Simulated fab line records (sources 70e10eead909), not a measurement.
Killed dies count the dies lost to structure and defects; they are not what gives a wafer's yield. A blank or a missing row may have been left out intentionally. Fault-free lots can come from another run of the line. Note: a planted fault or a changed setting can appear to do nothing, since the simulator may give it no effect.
A struck lot beside a sound one -- flow nand harc -- 15 steps out of a route of 1302
Sound: the wafers L372.1, L372.2, L372.6. The struck wafers were L379.3, L379.4, L379.6. At the end, the cause is stated.
At each step with rows: each side's tool, then ch and its chambers, then its first start. Under that, the readings that differ: sound wafers -- struck wafers -- difference of the means -- sigmas: that difference in standard deviations of wafers without a fault.
alike: readings whose means differ by less than 2 such deviations, and words and numbers that are the same on both sides. not compared: withheld readings, readings that some wafer has no value for, bounds like >300 that may hide the same value, and numbers for which the record gives no deviation and whose values overlap.
Wherever a step has rows on one side only, a row that says differs or no value, or a row with sigmas, the two part there. Numbers that don't overlap but have no deviation are shown without sigmas and don't part them. Lack of a reading on every wafer of one side parts them only where that side has two or more wafers.

NHARC_P_BONDPAD_ACTIVATE_29: chemistry N2, time 60 s.
  sound on rie diel-09 ch 1,2, day 9 03:17; struck on rie diel-08 ch 2,3, day 12 17:58
  alike: drypump motor current A, mfc ar sccm, oes product au, rf vpp V, showerhead plenum p Torr
  not compared: rf hours counter h
then, 2 steps without rows for these wafers: NHARC_P_BONDPAD_PRECLEAN_30 (cleans in DIW, time 300 s); NHARC_P_BONDPAD_SRD_31 (time 30 s, dry time 20 s).
NHARC_A_START_INSPECT_01:
  sound on defect inspect-02 at day 9 03:41; struck on defect inspect-01 at day 12 18:22
  alike: raw defect count
then, 8 steps without rows for these wafers: NHARC_A_ZERO_WELL_PRECLEAN_00 (cleans in SPM, time 600 s); NHARC_A_ZERO_WELL_SRD_01; NHARC_A_ZERO_WELL_DEHYDRATE_02 (time 120 s); NHARC_A_ZERO_WELL_HMDS_03 (time 30 s); NHARC_A_ZERO_WELL_COAT_18 (time 65 s); NHARC_A_ZERO_WELL_COAT_04 (resist thk 600 nm); NHARC_A_ZERO_WELL_SOFTBAKE_05 (time 70 s); NHARC_A_ZERO_WELL_EBR_06.
NHARC_A_ZERO_WELL_EXPOSE_07: exposes mask A ZERO.
  sound on krf scanner-03 ch 0, day 9 04:23; struck on krf scanner-04 ch 0, day 12 19:04
reading,sound,struck,difference,sigmas
exposure dose mJ cm2,33.83 33.84 33.84,27.59 27.58 27.58,-6.25,-99 or more
  alike: mask, stage vel mm s
then, 1 step without rows for these wafers: NHARC_A_ZERO_WELL_PEB_08 (peb time 80 s).
-- jump in the record: it breaks off in module A_ZERO_WELL and resumes in module END (first step shown: number 1302 of the route), and 17 days separate the struck wafers' starts before and after --
NHARC_END_SORT_01:
  the record has rows for the struck wafers here (prober-01 ch 0, day 30 03:13) and none for the sound ones

== WHERE THEY PART ==
Last at NHARC_END_SORT_01 as far as this record goes, first at NHARC_A_ZERO_WELL_EXPOSE_07.

WHY: whatever the simulator had introduced
Drift in process parameters on krf scanner-04 at NHARC_A_ZERO_WELL_EXPOSE_07, starting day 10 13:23. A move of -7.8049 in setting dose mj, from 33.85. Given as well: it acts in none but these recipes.
